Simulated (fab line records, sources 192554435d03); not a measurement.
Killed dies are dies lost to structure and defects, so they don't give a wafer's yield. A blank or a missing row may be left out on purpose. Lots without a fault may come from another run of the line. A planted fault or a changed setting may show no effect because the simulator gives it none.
Which tool did it? | flow n5_finfet | 12 lots, 36 wafers sampled, at 1 step of a route of 1938

WHAT THE GAUGES READ, wafer by wafer
N5_BEOL_M10_INSPECT_58: inspects for defects (darkfield).
lot  | measured     | on                | raw_defect_count
L075 | day 10 19:54 | defect_inspect-02 | 38 76 95
L077 | day 11 00:48 | defect_inspect-01 | 63 70 90
L079 | day 11 22:02 | defect_inspect-02 | 78 109 60
L080 | day 12 13:54 | defect_inspect-01 | 77 40 33
L083 | day 13 02:58 | defect_inspect-02 | 56 58 80
L085 | day 13 09:40 | defect_inspect-01 | 46 33 29
L087 | day 13 23:44 | defect_inspect-01 | 48 75 74
L091 | day 14 16:07 | defect_inspect-02 | 76 79 71
L088 | day 15 03:14 | defect_inspect-01 | 50 46 80
L095 | day 15 11:03 | defect_inspect-01 | 77 108 87
L093 | day 16 11:58 | defect_inspect-02 | 63 45 40
L097 | day 17 12:08 | defect_inspect-01 | 32 53 38

WHICH TOOL RAN EACH LOT (tool, then ch and the chambers of the sampled wafers, then the start)
The record holds no process step before these readings.

THE ANSWER, worked out from the rows above alone
Rule: what is usual is taken from the lots themselves. Put in order of their means at a reading, lots are off if they are a third of the lots or fewer, leave a main group of 4 or more, and stand apart from it by a gap of 3 or more times the standard deviation of the main group's means; of several such gaps the widest counts. A main group whose means are all the same, to the digits that the tables above print for the reading, isn't used. A lot without any number at a reading at which 4 lots or more have one is off too. The other lots that the step has rows for count as sound.
No lot is off at any reading shown: from this, nothing can be told.

WHAT THE SIMULATOR HAD PUT IN
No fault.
